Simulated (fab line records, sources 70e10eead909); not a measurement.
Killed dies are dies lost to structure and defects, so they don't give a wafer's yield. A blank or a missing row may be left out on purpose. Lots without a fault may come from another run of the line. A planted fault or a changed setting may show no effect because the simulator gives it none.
Chamber matching | flow nand_harc | NHARC_A_CHANNEL_HOLE_D1_DESCUM_15 on rie_diel-02: 4 sister chambers
The step chemistry O2, time 3 s. 17 wafers are shown with their chamber, then 8 later ones without.

WAFERS WITH THEIR CHAMBER
wafer  | chamber | showerhead_plenum_p_Torr (Torr) | drypump_motor_current_A (A) | oes_product_au (a.u.)
L243.1 | 2       | 2.06                            | 5.2                         | 0.992
L243.2 | 1       | 2.03                            | 6.1                         | 1.017
L243.4 | 3       | 1.80                            | 5.8                         | 0.998
L246.1 | 3       | 1.80                            | 5.8                         | 0.998
L246.2 | 2       | 2.06                            | 5.3                         | 0.992
L246.4 | 2       | 2.06                            | 5.2                         | 1.001
L249.2 | 1       | 2.03                            | 6.2                         | 1.013
L249.3 | 2       | 2.06                            | 5.2                         | 0.974
L249.5 | 0       | 1.90                            | 5.9                         | 0.998
L250.4 | 3       | 1.80                            | 5.8                         | 0.989
L250.5 | 0       | 1.90                            | 5.9                         | 0.993
L250.6 | 2       | 2.06                            | 5.2                         | 0.986
L252.2 | 0       | 1.90                            | 5.9                         | 1.006
L252.3 | 3       | 1.80                            | 5.8                         | 1.006
L252.5 | 2       | 2.05                            | 5.2                         | 0.982
L253.2 | 1       | 2.03                            | 6.2                         | 1.010
L261.2 | 0       | 1.89                            | 5.9                         | 1.003

SIGNATURES (means of the wafers above)
reading                  | chamber 0 | chamber 1 | chamber 2 | chamber 3 | scatter within a chamber
showerhead_plenum_p_Torr | 1.8975    | 2.0300    | 2.0583    | 1.8000    | 0.00349
drypump_motor_current_A  | 5.900     | 6.167     | 5.217     | 5.800     | 0.034
oes_product_au           | 1.00000   | 1.01333   | 0.98783   | 0.99775   | 0.00736
Rule: a wafer's distance from a chamber is the root of the sum, over the readings, of the square of ((its reading less the chamber's mean) divided by the reading's scatter). The wafer belongs to the nearest chamber; if the next one is less than 2 further off, it can't be placed. The scatter: the root of (the sum of the squares of (reading less its chamber's mean) over the shown wafers, divided by (wafers less chambers)).

WAFERS WITHOUT THEIR CHAMBER
wafer  | showerhead_plenum_p_Torr (Torr) | drypump_motor_current_A (A) | oes_product_au (a.u.)
L261.3 | 1.79                            | 5.8                         | 0.994
L261.5 | 1.89                            | 5.9                         | 0.998
L262.2 | 1.89                            | 5.9                         | 0.995
L262.3 | 2.05                            | 5.3                         | 0.975
L262.6 | 2.05                            | 5.3                         | 0.983
L264.2 | 2.05                            | 5.2                         | 0.990
L264.4 | 1.79                            | 5.8                         | 0.987
L264.5 | 2.05                            | 5.2                         | 0.995

WHICH CHAMBER EACH WENT THROUGH
wafer  | from the rows above | in truth
L261.3 | 3                   | 3
L261.5 | 0                   | 0
L262.2 | 0                   | 0
L262.3 | 2                   | 2
L262.6 | 2                   | 2
L264.2 | 2                   | 2
L264.4 | 3                   | 3
L264.5 | 2                   | 2
Placed correctly: 8 of 8. Can't be placed from these rows: 0. Placed wrongly: 0.
